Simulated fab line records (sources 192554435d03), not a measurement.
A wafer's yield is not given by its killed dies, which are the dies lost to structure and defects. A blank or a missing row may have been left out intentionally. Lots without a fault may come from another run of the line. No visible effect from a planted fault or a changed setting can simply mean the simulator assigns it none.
Split-lot trial / flow n5_finfet / 39 wafers read across 7 lots, on a route 1938 steps long

## SPLIT DETAILS
At N5_SD_EPI_N_EPI_21 (deposits Si:P, time 690 s), the setting time_s was moved away from the recipe's 690 s on 15 of the 39 wafers read, by -17.7% to +19.5%. This setting was run at the recipe's value on the other wafers.

## FROM THE SPLIT TO THE READING: what the file shows between them, 10 steps
- N5_SD_EPI_N_EPI_MEAS_23
- N5_SD_EPI_N_PRECLEAN_24: cleans in O3/DIW, time 60 s
- N5_SD_EPI_N_SRD_25: time 30 s
- N5_SD_EPI_P_HM_STRIP_48: strips SiNx in H3PO4, material SiNx, target depth 3 nm
- N5_SD_EPI_P_SRD_49: time 30 s
- N5_SD_EPI_P_PRECLEAN_24: cleans in O3/DIW, time 45 s
- N5_SD_EPI_P_PRECLEAN_32: cleans in dHF, time 10 s
- N5_SD_EPI_P_PRECLEAN_33: cleans in SC2, time 45 s
- N5_SD_ACTIVATION_RTA_00: time 0 s
- N5_SD_ACTIVATION_LSA_01: time 0.0008 s

## THE READING
Measured at N5_SD_ACTIVATION_RS_MEAS_03 by four-point probe: RS_SD_N, in ohm/sq. Typical for fault-free wafers on this fab line: 21.80 ohm/sq, with standard deviation 0.28 ohm/sq.

wafer=L080.3; tool, chamber at the split=epi_rpcvd-02, 0; time_s as run, s=690; against the recipe=recipe; RS_SD_N, ohm/sq=22.13; against lot-mates on the recipe=-
wafer=L080.5; tool, chamber at the split=epi_rpcvd-02, 0; time_s as run, s=690; against the recipe=recipe; RS_SD_N, ohm/sq=21.52; against lot-mates on the recipe=-
wafer=L080.6; tool, chamber at the split=epi_rpcvd-02, 0; time_s as run, s=690; against the recipe=recipe; RS_SD_N, ohm/sq=22.06; against lot-mates on the recipe=-
wafer=L081.1; tool, chamber at the split=epi_rpcvd-02, 0; time_s as run, s=690; against the recipe=recipe; RS_SD_N, ohm/sq=21.68; against lot-mates on the recipe=-
wafer=L081.2; tool, chamber at the split=epi_rpcvd-02, 0; time_s as run, s=690; against the recipe=recipe; RS_SD_N, ohm/sq=21.92; against lot-mates on the recipe=-
wafer=L081.3; tool, chamber at the split=epi_rpcvd-02, 0; time_s as run, s=787.7; against the recipe=+14.2%; RS_SD_N, ohm/sq=19.71; against lot-mates on the recipe=-2.08
wafer=L081.4; tool, chamber at the split=epi_rpcvd-02, 0; time_s as run, s=690; against the recipe=recipe; RS_SD_N, ohm/sq=21.77; against lot-mates on the recipe=-
wafer=L081.5; tool, chamber at the split=epi_rpcvd-02, 0; time_s as run, s=787.7; against the recipe=+14.2%; RS_SD_N, ohm/sq=20.07; against lot-mates on the recipe=-1.72
wafer=L081.6; tool, chamber at the split=epi_rpcvd-02, 0; time_s as run, s=787.7; against the recipe=+14.2%; RS_SD_N, ohm/sq=19.58; against lot-mates on the recipe=-2.21
wafer=L084.1; tool, chamber at the split=epi_rpcvd-01, 0; time_s as run, s=690; against the recipe=recipe; RS_SD_N, ohm/sq=20.94; against lot-mates on the recipe=-
wafer=L084.2; tool, chamber at the split=epi_rpcvd-01, 0; time_s as run, s=567.8; against the recipe=-17.7%; RS_SD_N, ohm/sq=24.63; against lot-mates on the recipe=+3.51
wafer=L084.3; tool, chamber at the split=epi_rpcvd-01, 0; time_s as run, s=690; against the recipe=recipe; RS_SD_N, ohm/sq=21.27; against lot-mates on the recipe=-
wafer=L084.4; tool, chamber at the split=epi_rpcvd-01, 0; time_s as run, s=567.8; against the recipe=-17.7%; RS_SD_N, ohm/sq=24.26; against lot-mates on the recipe=+3.14
wafer=L084.5; tool, chamber at the split=epi_rpcvd-01, 0; time_s as run, s=690; against the recipe=recipe; RS_SD_N, ohm/sq=21.15; against lot-mates on the recipe=-
wafer=L084.6; tool, chamber at the split=epi_rpcvd-01, 0; time_s as run, s=567.8; against the recipe=-17.7%; RS_SD_N, ohm/sq=24.57; against lot-mates on the recipe=+3.45
wafer=L086.1; tool, chamber at the split=epi_rpcvd-01, 0; time_s as run, s=624.2; against the recipe=-9.5%; RS_SD_N, ohm/sq=23.40; against lot-mates on the recipe=+1.75
wafer=L086.2; tool, chamber at the split=epi_rpcvd-01, 0; time_s as run, s=624.2; against the recipe=-9.5%; RS_SD_N, ohm/sq=23.25; against lot-mates on the recipe=+1.60
wafer=L086.3; tool, chamber at the split=epi_rpcvd-01, 0; time_s as run, s=690; against the recipe=recipe; RS_SD_N, ohm/sq=21.85; against lot-mates on the recipe=-
wafer=L086.4; tool, chamber at the split=epi_rpcvd-01, 0; time_s as run, s=690; against the recipe=recipe; RS_SD_N, ohm/sq=21.64; against lot-mates on the recipe=-
wafer=L086.5; tool, chamber at the split=epi_rpcvd-01, 0; time_s as run, s=624.2; against the recipe=-9.5%; RS_SD_N, ohm/sq=23.34; against lot-mates on the recipe=+1.69
wafer=L086.6; tool, chamber at the split=epi_rpcvd-01, 0; time_s as run, s=690; against the recipe=recipe; RS_SD_N, ohm/sq=21.47; against lot-mates on the recipe=-
wafer=L091.1; tool, chamber at the split=epi_rpcvd-02, 0; time_s as run, s=690; against the recipe=recipe; RS_SD_N, ohm/sq=21.62; against lot-mates on the recipe=-
wafer=L091.2; tool, chamber at the split=epi_rpcvd-02, 0; time_s as run, s=690; against the recipe=recipe; RS_SD_N, ohm/sq=21.77; against lot-mates on the recipe=-
wafer=L091.3; tool, chamber at the split=epi_rpcvd-02, 0; time_s as run, s=690; against the recipe=recipe; RS_SD_N, ohm/sq=21.56; against lot-mates on the recipe=-
wafer=L091.4; tool, chamber at the split=epi_rpcvd-02, 0; time_s as run, s=690; against the recipe=recipe; RS_SD_N, ohm/sq=21.78; against lot-mates on the recipe=-
wafer=L091.5; tool, chamber at the split=epi_rpcvd-02, 0; time_s as run, s=690; against the recipe=recipe; RS_SD_N, ohm/sq=21.17; against lot-mates on the recipe=-
wafer=L091.6; tool, chamber at the split=epi_rpcvd-02, 0; time_s as run, s=690; against the recipe=recipe; RS_SD_N, ohm/sq=21.48; against lot-mates on the recipe=-
wafer=L094.1; tool, chamber at the split=epi_rpcvd-01, 0; time_s as run, s=824.3; against the recipe=+19.5%; RS_SD_N, ohm/sq=19.56; against lot-mates on the recipe=-2.53
wafer=L094.2; tool, chamber at the split=epi_rpcvd-01, 0; time_s as run, s=690; against the recipe=recipe; RS_SD_N, ohm/sq=22.10; against lot-mates on the recipe=-
wafer=L094.3; tool, chamber at the split=epi_rpcvd-01, 0; time_s as run, s=824.3; against the recipe=+19.5%; RS_SD_N, ohm/sq=19.72; against lot-mates on the recipe=-2.37
wafer=L094.4; tool, chamber at the split=epi_rpcvd-01, 0; time_s as run, s=690; against the recipe=recipe; RS_SD_N, ohm/sq=21.99; against lot-mates on the recipe=-
wafer=L094.5; tool, chamber at the split=epi_rpcvd-01, 0; time_s as run, s=690; against the recipe=recipe; RS_SD_N, ohm/sq=22.19; against lot-mates on the recipe=-
wafer=L094.6; tool, chamber at the split=epi_rpcvd-01, 0; time_s as run, s=824.3; against the recipe=+19.5%; RS_SD_N, ohm/sq=19.43; against lot-mates on the recipe=-2.66
wafer=L097.1; tool, chamber at the split=epi_rpcvd-03, 0; time_s as run, s=690; against the recipe=recipe; RS_SD_N, ohm/sq=21.79; against lot-mates on the recipe=-
wafer=L097.2; tool, chamber at the split=epi_rpcvd-03, 0; time_s as run, s=787; against the recipe=+14.1%; RS_SD_N, ohm/sq=20.19; against lot-mates on the recipe=-1.58
wafer=L097.3; tool, chamber at the split=epi_rpcvd-03, 0; time_s as run, s=787; against the recipe=+14.1%; RS_SD_N, ohm/sq=20.26; against lot-mates on the recipe=-1.51
wafer=L097.4; tool, chamber at the split=epi_rpcvd-03, 0; time_s as run, s=690; against the recipe=recipe; RS_SD_N, ohm/sq=22.14; against lot-mates on the recipe=-
wafer=L097.5; tool, chamber at the split=epi_rpcvd-03, 0; time_s as run, s=787; against the recipe=+14.1%; RS_SD_N, ohm/sq=20.20; against lot-mates on the recipe=-1.57
wafer=L097.6; tool, chamber at the split=epi_rpcvd-03, 0; time_s as run, s=690; against the recipe=recipe; RS_SD_N, ohm/sq=21.38; against lot-mates on the recipe=-

FIT RESULTS
A straight line over all 39 wafers: RS_SD_N changes by -0.133 ohm/sq for each +1% of time_s; r = -0.96; the points scatter about the line by 0.35 ohm/sq.
The same after taking each lot's own level away (the mean of its wafers on the recipe; 39 wafers): -0.151 ohm/sq for each +1%; r = -0.98; scatter 0.3 ohm/sq.
Per that fit: largest time_s move, reading shift of 2.9 ohm/sq.
The lots' own levels span 21.120 to 22.093 ohm/sq, that is 3.5 times the standard deviation above.
In other words, the slope is changed by the lot-to-lot level; the two fits disagree.
Check: with one of the wafers moved furthest among these (+19.5%) left out of the fit, the line predicts -2.81 ohm/sq for it against its lot-mates. Against them it came out at -2.53 ohm/sq.

## OTHER SPLITS ON THESE WAFERS
Note: prior to the reading, these wafers also went through further splits. Each is held against what the fit with the lots' levels taken away leaves over:
other split on the same wafers=N5_DUMMY_GATE_ETCH_37 source_w; wafers away from the commonest value=18; r with RS_SD_N (lot level and that fit taken away)=-0.06

## THE WHOLE CHAIN: every reading that the file lists as answering this split, in the file's order
step=N5_SD_EPI_N_EPI_21; what it does=deposits Si:P, time 690 s; reading=Si-P_of_SD_EPI_N_EPI_21.thk_nm (the simulator's own value, which no gauge read); change (the file's fit)=+0.409 nm for each +1% of the setting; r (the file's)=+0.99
step=N5_SD_EPI_N_EPI_MEAS_23; what it does=; reading=thk_nm; change (the file's fit)=withheld for each +1% of the setting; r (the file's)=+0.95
step=N5_SD_EPI_P_PRECLEAN_24; what it does=cleans in O3/DIW, time 45 s; reading=Si-P_of_SD_EPI_N_EPI_21.thk_nm (the simulator's own value, which no gauge read); change (the file's fit)=+0.404 nm for each +1% of the setting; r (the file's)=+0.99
step=N5_SD_ACTIVATION_RS_MEAS_03; what it does=measures by four-point-probe; reading=RS_SD_N; change (the file's fit)=-0.148 for each +1% of the setting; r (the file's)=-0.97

## THE FILE'S OWN FIT
RS_SD_N changes by -0.148 ohm/sq for each +1% of time_s, r = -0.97.
